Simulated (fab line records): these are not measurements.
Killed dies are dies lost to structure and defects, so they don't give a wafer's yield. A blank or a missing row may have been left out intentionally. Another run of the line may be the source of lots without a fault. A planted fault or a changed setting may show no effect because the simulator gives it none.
A struck lot beside a sound one / flow n5Finfet / 40 out of 1938 route steps
Sound: the wafers L168.3, L168.5, L168.6. The struck wafers were L174.2, L174.5, L174.6. Last of all comes the cause.
Order at every step that has rows: each side's tool, ch and its chambers, its first start. Under that, the readings that differ: sound wafers / struck wafers / difference of the means / sigmas: that difference in standard deviations of wafers without a fault.
alike: readings whose means differ by less than 2 such deviations, and words and numbers that are the same on both sides. not compared: withheld readings, readings that some wafer has no value for, bounds like >300 that may hide the same value, and numbers for which the record gives no deviation and whose values overlap.
The two part at a step that has a row with sigmas, a row that says differs or no value, or rows on one side only. Non-overlapping numbers with no deviation appear without sigmas and do not part them. A reading missing from all wafers of one side parts the sides only when that side holds two or more wafers.

first, 1 step without rows for these wafers: N5_HKMG_FIN_STRIP_19 (strips in N2/H2, time 360 s).
N5_HKMG_FIN_ALD_91: deposits TiN, target thk 1 nm, pulse time 1 s, purge time 3 s.
  sound on aldMetal-02 ch 1,2, day 4 17:53; struck on aldMetal-02 ch 1,3, day 6 01:29
  alike: heaterPowerW, precursorPulseHeightRel
then, 10 steps without rows for these wafers: N5_HKMG_FIN_COAT_85 (time 60 s, resist thk 300 nm); N5_HKMG_FIN_ETCH_86 (etches SOC in N2/H2, stops on TiN, target depth 393.2 nm); N5_HKMG_FIN_STRIP_89 (strips SOC in N2/H2, time 20 s); N5_HKMG_FIN_WET_ETCH_87 (etches TiN in SC1, time 154.2 s, target depth 4.7 nm, rinse time 30 s); N5_HKMG_FIN_STRIP_88 (strips in N2/H2, time 360 s); N5_HKMG_FIN_NWFM_ALD_20 (deposits TiAlC, target thk 2 nm, pulse time 3 s, purge time 2 s); N5_HKMG_FIN_ALD_71 (deposits TiN, target thk 1 nm, pulse time 1 s, purge time 3 s); N5_HKMG_FIN_COAT_66 (time 60 s, resist thk 300 nm); N5_HKMG_FIN_ETCH_67 (etches SOC in N2/H2, stops on TiN, target depth 388.9 nm); N5_HKMG_FIN_STRIP_90 (strips SOC in N2/H2, time 20 s).
N5_HKMG_FIN_WET_ETCH_73: etches the open film in SC1, time 42.3 s, target depth 1.3 nm, rinse time 30 s.
  sound on wetBench-04 ch 0,6,7, day 4 19:27; struck on wetBench-06 ch 4,5,7, day 6 03:08
  alike: tempC
then, 3 steps without rows for these wafers: N5_HKMG_FIN_ETCHBACK_68 (etches the open film in Cl2/Ar, stops on HfO2, target depth 0.5 nm); N5_HKMG_FIN_STRIP_69 (strips in N2/H2, time 360 s); N5_HKMG_FIN_ALD_21 (deposits TiN, target thk 1.5 nm, pulse time 1 s, purge time 3 s).
N5_HKMG_FIN_ALD_72: deposits W, target thk 2 nm, pulse time 1 s, purge time 2 s.
  sound on cvdW-01 ch 0,1, day 4 20:26; struck on cvdW-02 ch 0,1, day 6 04:05
  alike: heaterPowerW, precursorPulseHeightRel
then, 4 steps without rows for these wafers: N5_HKMG_FIN_W_FILL_22 (material W, target thk 60 nm, time 18.2 s); N5_HKMG_FIN_PRECLEAN_83 (cleans in DIW, time 57.5 s); N5_HKMG_FIN_SRD_84 (dry time 32 s); N5_HKMG_FIN_CMP_23 (polishes, stops on SiNx, t overpolish 10 s, target thk 46.326 nm).
N5_HKMG_FIN_CMP_94: polishes, stops on SiNx, t overpolish 4.7 s, target thk 43.299 nm.
  sound on cmp-03 ch 0,1, day 4 21:05; struck on cmp-04 ch 1,2, day 6 04:44
  alike: motorCurrentA, slurryFlowMlMin
then, 9 steps without rows for these wafers: N5_GATE_CUT_ETCHBACK_00 (etches W in SF6/Cl2); N5_GATE_CUT_ETCH_56 (etches TiN in Cl2/Ar, target depth 21.6 nm); N5_GATE_CUT_ETCHBACK_30 (etches TiN in Cl2/Ar, target depth 3 nm); N5_GATE_CUT_VAPOR_ETCH_60 (etches HfO2 in BCl3/Cl2); N5_GATE_CUT_ETCH_58 (etches SiNx in CH3F/O2, target depth 17 nm, time 128.6 s); N5_GATE_CUT_STRIP_59 (strips in N2/H2, time 20 s); N5_GATE_CUT_PRECLEAN_31 (cleans in DIW, time 300 s); N5_GATE_CUT_SRD_32 (time 30 s); N5_GATE_CUT_SAC_CAP_01 (material SiNx, target thk 24 nm, pulse time 1 s, ald cycles 480).
N5_GATE_CUT_PECVD_57: deposits SiNx from SiH4/NH3/N2, target thk 21 nm.
  sound on pecvd-02 ch 0,2, day 5 01:57; struck on pecvd-03 ch 0,2, day 6 07:52
  alike: heaterPowerW, rfFwdPowerW, showerheadPlenumPTorr, throttleValvePct
N5_GATE_CUT_CMP_02: polishes, stops on SiO2, t overpolish 12.7 s, target thk 0 nm.
  sound on cmp-03 ch 0,1,2, day 5 02:06; struck on cmp-02 ch 1,2,3, day 6 08:03
  alike: motorCurrentA, overpolishRunS, slurryFlowMlMin, timeToEndpointS
then, 6 steps without rows for these wafers: N5_GATE_CUT_HM_DEP_46 (deposits SiO2 from TEOS/O2, target thk 130 nm, time 26.6 s); N5_GATE_CUT_COAT_34 (time 60 s, resist thk 60 nm); N5_GATE_CUT_COAT_35 (time 60 s, resist thk 10 nm); N5_GATE_CUT_COAT_27 (time 60 s, resist thk 10 nm); N5_GATE_CUT_COAT_07 (resist thk 30 nm); N5_GATE_CUT_EBR_09.
-- here the record skips 9 days between the struck wafers' starts before and after, leaving off in module GATE_CUT and picking up in module PASSIVATION (first step shown: number 1936 of the route) --
N5_PASSIVATION_PROBE_49:
  struck on prober-01, day 14 20:22; sound on prober-01, day 14 05:47
reading=defectLimitedYield (%); sound=88.5 91.1 87.6; struck=83.6 84.7 86.8; difference=-4.0; sigmas=-3
reading=killed_at_M4_up; sound=23 25 20; struck=13 9 7; difference=-13; sigmas=-3
reading=killedAtFrontEnd; sound=51 28 57; struck=125 134 116; difference=+80; sigmas=+7
reading=killedDies; sound=136 105 146; struck=194 180 156; difference=+48; sigmas=+3
reading=killedOpen; sound=95 72 97; struck=79 46 44; difference=-32; sigmas=-2
reading=sort_bin_5_function (%); sound=7.5 5.0 7.6; struck=10.1 10.3 8.6; difference=+3.0; sigmas=+3
reading=sortNPass; sound=1044 1075 1034; struck=986 1000 1024; difference=-48; sigmas=-3
reading=sortYieldPct (%); sound=88.5 91.1 87.6; struck=83.6 84.7 86.8; difference=-4.0; sigmas=-3
  alike: killed_at_M0_to_M3, killedAtContacts, killedAtOther, killedOnRim, killedShort, sort_bin_6_memory

WHERE THEY PART
Within this record, at N5_PASSIVATION_PROBE_49 only.

WHY: what had been put in by the simulator
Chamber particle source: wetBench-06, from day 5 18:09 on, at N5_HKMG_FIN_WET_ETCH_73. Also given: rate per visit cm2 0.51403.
